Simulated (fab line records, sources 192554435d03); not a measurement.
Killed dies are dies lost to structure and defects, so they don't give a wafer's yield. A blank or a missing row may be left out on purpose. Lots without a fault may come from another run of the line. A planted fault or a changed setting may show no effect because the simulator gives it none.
Chamber matching | flow n5_finfet | N5_BEOL_M0_SAQP_ALD_48 on ald_sin-04: 4 sister chambers
The step deposits SiO2, target thk 20 nm, pulse time 1 s, co reactant pulse time 1 s. 8 wafers are shown with their chamber, then 10 later ones without.

WAFERS WITH THEIR CHAMBER
wafer  | chamber | heater_power_w (W) | precursor_pulse_height_rel
L091.1 | 0       | 72                 | 1.006
L091.6 | 1       | 66                 | 1.030
L090.4 | 1       | 68                 | 0.980
L092.1 | 0       | 68                 | 0.974
L092.4 | 3       | 80                 | 1.017
L092.6 | 2       | 79                 | 0.992
L094.2 | 3       | 79                 | 1.008
L094.3 | 2       | 82                 | 0.972

WAFERS WITHOUT THEIR CHAMBER
wafer  | heater_power_w (W) | precursor_pulse_height_rel
L094.5 | 79                 | 1.017
L095.4 | 81                 | 1.006
L095.5 | 81                 | 1.000
L095.6 | 67                 | 0.978
L096.4 | 80                 | 0.951
L096.5 | 78                 | 1.024
L096.6 | 70                 | 0.960
L097.1 | 69                 | 0.995
L097.4 | 70                 | 0.980
L097.5 | 78                 | 1.031

WHICH CHAMBER EACH WENT THROUGH
wafer  | from the rows above     | in truth
L094.5 | can't be placed: 3 or 2 | 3
L095.4 | can't be placed: 3 or 2 | 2
L095.5 | can't be placed: 2 or 3 | 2
L095.6 | can't be placed: 1 or 0 | 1
L096.4 | can't be placed: 2 or 3 | 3
L096.5 | can't be placed: 3 or 2 | 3
L096.6 | can't be placed: 0 or 1 | 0
L097.1 | can't be placed: 0 or 1 | 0
L097.4 | can't be placed: 0 or 1 | 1
L097.5 | can't be placed: 3 or 2 | 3
Placed correctly: 0 of 10. Can't be placed from these rows: 10 (the true chamber is among the candidates in 10). Placed wrongly: 0.
How it was worked out, from the rows above alone: a wafer's distance from a chamber is the root of the sum, over the readings, of the square of ((its reading less the chamber's mean) divided by the reading's scatter). The wafer belongs to the nearest chamber; if the next one is less than 2 further off, it can't be placed. A chamber's mean is the mean of its shown wafers. The scatter: the root of (the sum of the squares of (reading less its chamber's mean) over the shown wafers, divided by (wafers less chambers)).
